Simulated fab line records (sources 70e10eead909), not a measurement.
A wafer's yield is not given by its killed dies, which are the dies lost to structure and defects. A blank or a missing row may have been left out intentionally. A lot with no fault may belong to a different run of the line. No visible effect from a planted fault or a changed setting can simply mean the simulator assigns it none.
Which tool is to blame?    flow nandHarc    Sampling: 13 lots, 39 wafers, 5 of 1159 route steps

== WHAT THE GAUGES SHOWED, per wafer ==
NHARC_END_SORT_01. Usual: killedAtArray 31, standard deviation 11; killedAtOther 0.5, standard deviation 0.78; killedAtPeriphery 3.0, standard deviation 2; killedDies 34, standard deviation 12; killedOpen 3.2, standard deviation 2; killedShort 1.9, standard deviation 1.6.
lot   measured      on         killedAtArray  killedAtOther  killedAtPeriphery  killedDies  killedOpen  killedShort  flag
L187  day 21 11:05  prober-01  27 44 46       0 0 3          12 11 8            39 55 57    1 6 4       1 1 2        OFF
L193  day 22 15:24  prober-01  28 30 24       0 1 1          4 1 3              32 32 28    2 1 1       3 4 3        
L194  day 23 20:34  prober-02  27 29 42       1 0 0          8 2 5              36 31 47    0 4 6       2 0 2        

== WHAT TOOL EACH LOT RAN ON (gives the tool, then ch and the chambers of the sampled wafers, and finally the start) ==
lot   NHARC_P_GATE_HM_DEP_102       NHARC_THIN_TSV_ETCHBACK_48         NHARC_THIN_TSV_PVD_19                   NHARC_THIN_TSV_PVD_51
L181  aclDep-01 ch 0, day 4 13:49   rieDiel-07 ch 0,1,3, day 19 02:26  pvdSputter-02, no start                 pvdSputter-02, no start
L180  aclDep-03 ch 0, day 4 14:14   rieDiel-10 ch 0,1, day 19 03:34    pvdSputter-03, no start                 pvdSputter-03, no start
L183  aclDep-01 ch 0, day 5 04:26   rieDiel-07 ch 0,2,3, day 19 06:01  pvdSputter-02, no start                 pvdSputter-02, no start
L182  aclDep-01 ch 0, day 5 05:12   rieDiel-07 ch 1,3, day 19 04:46    pvdSputter-02, no start                 pvdSputter-02, no start
L187  aclDep-02 ch 0, day 6 19:52   rieDiel-07 ch 0,1, day 20 18:55    pvdSputter-01, day 21 11:05 or earlier  pvdSputter-01, day 21 11:05 or earlier
L192  aclDep-01 ch 0, day 7 23:05   rieDiel-08 ch 0,1,2, day 21 18:10  pvdSputter-02, no start                 pvdSputter-02, no start
L193  aclDep-03 ch 0, day 7 23:40   rieDiel-07 ch 0,2,3, day 22 01:10  pvdSputter-02, day 22 15:24 or earlier  pvdSputter-02, day 22 15:24 or earlier
L194  aclDep-01 ch 0, day 8 06:23   rieDiel-08 ch 0,1,3, day 23 02:44  pvdSputter-01, day 23 20:34 or earlier  pvdSputter-01, day 23 20:34 or earlier
L196  aclDep-03 ch 0, day 8 19:16   rieDiel-07 ch 0,1,3, day 23 05:26  pvdSputter-03, no start                 pvdSputter-03, no start
L198  aclDep-01 ch 0, day 9 05:02   rieDiel-07 ch 1,2, day 23 04:11    pvdSputter-03, no start                 pvdSputter-03, no start
L200  aclDep-02 ch 0, day 9 19:41   rieDiel-07 ch 0,2,3, day 24 06:27  pvdSputter-01, no start                 pvdSputter-01, no start
L203  aclDep-02 ch 0, day 10 08:43  rieDiel-07 ch 0,2, day 24 10:26    pvdSputter-01, no start                 pvdSputter-01, no start
L202  aclDep-02 ch 0, day 10 09:15  rieDiel-07 ch 0,1,3, day 23 17:52  pvdSputter-02, no start                 pvdSputter-02, no start
- NHARC_P_GATE_HM_DEP_102: deposits aC, target thk 120 nm.
- NHARC_THIN_TSV_ETCHBACK_48: etches the open film in C4F8/Ar, target depth 1028.5 nm, time 405.17 s.
- NHARC_THIN_TSV_PVD_19: deposits TaN, target thk 20 nm.
- NHARC_THIN_TSV_PVD_51: deposits Cu, target thk 100 nm.

== AS READ BY THE TOOLS THEMSELVES (means over the sampled wafers that have a number; for cases with no such wafer, the mark the record gives instead) ==
NHARC_P_GATE_HM_DEP_102. Usual: throttleValvePct 34.998 %, standard deviation 0.0083.
lot   tool       throttleValvePct (%)  flag
L181  aclDep-01  35.004                
L180  aclDep-03  34.999                
L183  aclDep-01  34.998                
L182  aclDep-01  34.998                
L187  aclDep-02  34.994                
L192  aclDep-01  35.001                
L193  aclDep-03  35.003                
L194  aclDep-01  34.998                
L196  aclDep-03  35.004                
L198  aclDep-01  34.998                
L200  aclDep-02  35.005                
L203  aclDep-02  34.998                
L202  aclDep-02  34.996                

NHARC_THIN_TSV_ETCHBACK_48. Usual: chamberPressureMTorr 24.998 mTorr, standard deviation 0.022; oesProductAu 0.97 a.u., standard deviation 0.037; rfVppV 547 V, standard deviation 3.5.
lot   tool        chamberPressureMTorr (mTorr)  oesProductAu (a.u.)  rfVppV (V)  flag
L181  rieDiel-07  24.995                        1.01                 548         
L180  rieDiel-10  24.983                        0.93                 546         
L183  rieDiel-07  25.000                        1.01                 546         
L182  rieDiel-07  25.018                        1.01                 547         
L187  rieDiel-07  25.029                        0.94                 551         
L192  rieDiel-08  24.991                        1.00                 546         
L193  rieDiel-07  25.000                        0.92                 547         
L194  rieDiel-08  24.998                        0.92                 545         
L196  rieDiel-07  24.995                        0.98                 547         
L198  rieDiel-07  25.003                        1.01                 547         
L200  rieDiel-07  25.015                        1.00                 545         
L203  rieDiel-07  25.007                        0.92                 547         
L202  rieDiel-07  25.003                        1.00                 548         

NHARC_THIN_TSV_PVD_19. Usual: chamberPressurePa 4.999 Pa, standard deviation 0.0099; throttleValvePct 30.6 %, standard deviation 0.77.
lot   tool           chamberPressurePa (Pa)  throttleValvePct (%)  flag
L181  pvdSputter-02  4.997                   30.0                  
L180  pvdSputter-03  5.008                   29.7                  
L183  pvdSputter-02  4.999                   30.3                  
L182  pvdSputter-02  5.001                   30.1                  
L187  pvdSputter-01  4.998                   31.1                  
L192  pvdSputter-02  4.992                   30.7                  
L193  pvdSputter-02  4.995                   30.9                  
L194  pvdSputter-01  4.992                   31.2                  
L196  pvdSputter-03  4.993                   30.0                  
L198  pvdSputter-03  4.996                   30.0                  
L200  pvdSputter-01  5.008                   31.5                  
L203  pvdSputter-01  4.997                   31.2                  
L202  pvdSputter-02  5.007                   30.4                  

NHARC_THIN_TSV_PVD_51. Usual: chamberPressurePa 4.999 Pa, standard deviation 0.011; throttleValvePct 30.5 %, standard deviation 0.75.
lot   tool           chamberPressurePa (Pa)  throttleValvePct (%)  flag
L181  pvdSputter-02  4.999                   30.6                  
L180  pvdSputter-03  4.998                   29.7                  
L183  pvdSputter-02  4.987                   30.3                  
L182  pvdSputter-02  5.006                   30.1                  
L187  pvdSputter-01  4.994                   31.3                  
L192  pvdSputter-02  4.997                   30.3                  
L193  pvdSputter-02  4.990                   30.0                  
L194  pvdSputter-01  4.993                   31.1                  
L196  pvdSputter-03  5.002                   30.0                  
L198  pvdSputter-03  4.991                   29.7                  
L200  pvdSputter-01  4.996                   31.1                  
L203  pvdSputter-01  5.007                   31.3                  
L202  pvdSputter-02  5.008                   29.9                  

== THE ANSWER, worked out from the rows above alone ==
Rule: a lot is off if the mean of its wafers that have a number lies more than 3 standard deviations from the usual mean. Also off: a lot with no number at a reading for which 4 or more lots have one. Where the step has rows for the other lots, those lots are counted as sound. Order of review: gauges by route order, followed by the tools' own readings, for which a lot's mean as printed above is used. At the first step where some lot is off, the reading lying furthest off is the one used; lots without a number count as furthest.
Off: L187 (NHARC_END_SORT_01, killedAtPeriphery). Neither off nor sound, because the step has no rows for them: L181, L180, L183, L182, L192, L196, L198, L200, L203, L202.
A tool fits if, at a process step before that reading, it ran every lot that is off, and no sound lot after the first of them. Gauges at NHARC_END_SORT_01: tried the same way as those tools. NHARC_THIN_TSV_PVD_19 gives no start for some lots, so the hours and the order of its lots are those of NHARC_END_SORT_01. NHARC_THIN_TSV_PVD_51 gives no start for some lots, so the hours and the order of its lots are those of NHARC_END_SORT_01. One fits: NHARC_P_GATE_HM_DEP_102 on aclDep-02. It ran no sound lot before its first lot that is off in this sample, so the start can't be narrowed down.

== WHAT THE SIMULATOR HAD INSERTED ==
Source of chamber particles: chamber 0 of aclDep-02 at NHARC_P_GATE_HM_DEP_102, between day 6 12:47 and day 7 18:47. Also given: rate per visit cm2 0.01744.
Shown lots that were struck: L187. The same result came from the rule above.
